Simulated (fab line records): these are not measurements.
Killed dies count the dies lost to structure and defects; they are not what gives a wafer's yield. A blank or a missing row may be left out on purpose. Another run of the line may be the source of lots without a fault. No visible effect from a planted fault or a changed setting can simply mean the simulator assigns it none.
Lot-split experiment + flow n5_finfet + 7 lots, 39 wafers read, on a route of 1938 steps

ON THE SPLIT
At N5_PASSIVATION_ETCH_15 (etches SiCN in CF4/N2, target depth 75 nm, time 81.2 s), the setting target_depth_a was moved away from the recipe's 750 angstrom on 18 of the 39 wafers read, by -40.3% to +48.7%. For the rest of the wafers, this setting stayed at what the recipe calls for.

The reading is taken at the split's own step.

THE READING
etch.depth_nm (the simulator's own value, which no gauge read), in nm, at N5_PASSIVATION_ETCH_15 (etches SiCN in CF4/N2, target depth 75 nm, time 81.2 s). The file does not state a usual value for it. Across the 21 wafers here that went through the recipe, the average is 64.78 nm and the standard deviation 1.1 nm.

| wafer  | tool, chamber at the split | target_depth_a as run, angstrom | against the recipe | etch.depth_nm, nm | against lot-mates on the recipe |
|--------|----------------------------|---------------------------------|--------------------|-------------------|---------------------------------|
| L075.1 | rie_diel-06, 3             | 750                             | recipe             | 65                | -                               |
| L075.2 | rie_diel-06, 2             | 750                             | recipe             | 64.78             | -                               |
| L075.6 | rie_diel-06, 2             | 750                             | recipe             | 64.37             | -                               |
| L082.1 | rie_diel-06, 2             | 1115                            | +48.7%             | 95.59             | +30.55                          |
| L082.2 | rie_diel-06, 3             | 750                             | recipe             | 64.44             | -                               |
| L082.3 | rie_diel-06, 0             | 1115                            | +48.7%             | 97.43             | +32.39                          |
| L082.4 | rie_diel-06, 1             | 750                             | recipe             | 65.77             | -                               |
| L082.5 | rie_diel-06, 1             | 1115                            | +48.7%             | 98.79             | +33.75                          |
| L082.6 | rie_diel-06, 2             | 750                             | recipe             | 64.92             | -                               |
| L083.1 | rie_diel-03, 1             | 485.4                           | -35.3%             | 41.05             | -23.76                          |
| L083.2 | rie_diel-03, 2             | 750                             | recipe             | 63.1              | -                               |
| L083.3 | rie_diel-03, 0             | 485.4                           | -35.3%             | 42.41             | -22.40                          |
| L083.4 | rie_diel-03, 3             | 750                             | recipe             | 66.03             | -                               |
| L083.5 | rie_diel-03, 0             | 750                             | recipe             | 65.29             | -                               |
| L083.6 | rie_diel-03, 3             | 485.4                           | -35.3%             | 42.8              | -22.01                          |
| L089.1 | rie_diel-03, 2             | 750                             | recipe             | 63.68             | -                               |
| L089.2 | rie_diel-03, 3             | 750                             | recipe             | 66.24             | -                               |
| L089.3 | rie_diel-03, 1             | 447.9                           | -40.3%             | 37.98             | -26.42                          |
| L089.4 | rie_diel-03, 0             | 447.9                           | -40.3%             | 39.43             | -24.97                          |
| L089.5 | rie_diel-03, 1             | 750                             | recipe             | 63.29             | -                               |
| L089.6 | rie_diel-03, 2             | 447.9                           | -40.3%             | 37.83             | -26.57                          |
| L092.1 | rie_diel-02, 1             | 750                             | recipe             | 64.06             | -                               |
| L092.2 | rie_diel-02, 2             | 899.1                           | +19.9%             | 76.23             | +11.08                          |
| L092.3 | rie_diel-02, 0             | 750                             | recipe             | 64.29             | -                               |
| L092.4 | rie_diel-02, 3             | 899.1                           | +19.9%             | 80.7              | +15.55                          |
| L092.5 | rie_diel-02, 0             | 899.1                           | +19.9%             | 77.44             | +12.29                          |
| L092.6 | rie_diel-02, 3             | 750                             | recipe             | 67.11             | -                               |
| L096.1 | rie_diel-03, 2             | 939.8                           | +25.3%             | 79.46             | +15.09                          |
| L096.2 | rie_diel-03, 0             | 939.8                           | +25.3%             | 81.63             | +17.26                          |
| L096.3 | rie_diel-03, 3             | 750                             | recipe             | 65.31             | -                               |
| L096.4 | rie_diel-03, 1             | 939.8                           | +25.3%             | 79.26             | +14.89                          |
| L096.5 | rie_diel-03, 0             | 750                             | recipe             | 65.27             | -                               |
| L096.6 | rie_diel-03, 1             | 750                             | recipe             | 62.54             | -                               |
| L097.1 | rie_diel-02, 0             | 584.3                           | -22.1%             | 50.41             | -14.53                          |
| L097.2 | rie_diel-02, 2             | 750                             | recipe             | 65.65             | -                               |
| L097.3 | rie_diel-02, 1             | 750                             | recipe             | 64.01             | -                               |
| L097.4 | rie_diel-02, 2             | 750                             | recipe             | 65.15             | -                               |
| L097.5 | rie_diel-02, 0             | 584.3                           | -22.1%             | 50.53             | -14.41                          |
| L097.6 | rie_diel-02, 1             | 584.3                           | -22.1%             | 50.33             | -14.61                          |

THE FIT
A straight line over all 39 wafers: etch.depth_nm changes by +0.653 nm for each +1% of target_depth_a; r = +1.00; the points scatter about the line by 1.2 nm.
The same after taking each lot's own level away (the mean of its wafers on the recipe; 39 wafers): +0.65 nm for each +1%; r = +1.00; scatter 1.1 nm.
On that fit, the largest move of target_depth_a shifts the reading by 32 nm.
Across the lots, their own levels run from 64.373 to 65.153 nm, a range of 0.7 times the standard deviation given above.
Consequently the slope shifts little with the lot-to-lot level, the two slopes agreeing.
Check: with one of the wafers moved furthest among these (+48.7%) left out of the fit, the line predicts +31.8 nm for it against its lot-mates. It came out at +30.5 nm against them.

THE OTHER SPLITS THESE WAFERS WENT THROUGH
Note: prior to the reading, these wafers also went through further splits. Each is held against what the fit with the lots' levels taken away leaves over:
| other split on the same wafers | wafers away from the commonest value | r with etch.depth_nm (lot level and that fit taken away) |
|--------------------------------|--------------------------------------|----------------------------------------------------------|
| N5_BEOL_M15_ILD_DEP_00 time_s  | 15                                   | -0.24                                                    |

FILE'S OWN FIT
etch.depth_nm changes by +0.65 nm for each +1% of target_depth_a, r = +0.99.
